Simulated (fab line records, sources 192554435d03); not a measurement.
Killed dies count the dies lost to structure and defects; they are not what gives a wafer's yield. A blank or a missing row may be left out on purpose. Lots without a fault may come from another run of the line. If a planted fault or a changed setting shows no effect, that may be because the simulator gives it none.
Chamber matching	flow n5Finfet	N5_MOL_CONTACT_COAG_ETCH_90 on rieDiel-06: 4 sister chambers
The step etches SiARC in CF4, target depth 13 nm, time 21.7 s. 4 wafers are shown with their chamber, then 8 later ones without.

== WAFERS PAIRED WITH THEIR CHAMBERS ==
wafer	chamber	throttleValvePct (%)
L087.1	1	15.96
L087.4	3	15.42
L087.5	2	15.82
L089.2	0	15.17

== WAFERS WITHOUT THEIR CHAMBER ==
wafer	throttleValvePct (%)
L089.4	15.81
L089.6	15.18
L090.3	15.81
L090.5	15.44
L090.6	15.81
L092.3	15.82
L092.4	15.83
L092.5	15.20

== CHAMBER TAKEN BY EACH ==
wafer	from the rows above	in truth
L089.4	2	2
L089.6	0	0
L090.3	2	2
L090.5	3	3
L090.6	2	2
L092.3	2	2
L092.4	2	2
L092.5	0	0
Correctly placed: 8 of 8. Number that these rows cannot place: 0. Placed wrongly: 0.
How it was worked out, from the rows above alone: a wafer's distance from a chamber is the root of the sum, over the readings, of the square of ((its reading less the chamber's mean) divided by the reading's scatter). If the next closest chamber is less than 2 further off than the closest, the wafer can't be placed; otherwise it belongs to the closest. For every chamber, the mean is computed from those of its wafers that are shown. The scatter: root of mean squared gap, hidden wafer to nearest shown wafer, with one shown wafer a chamber.
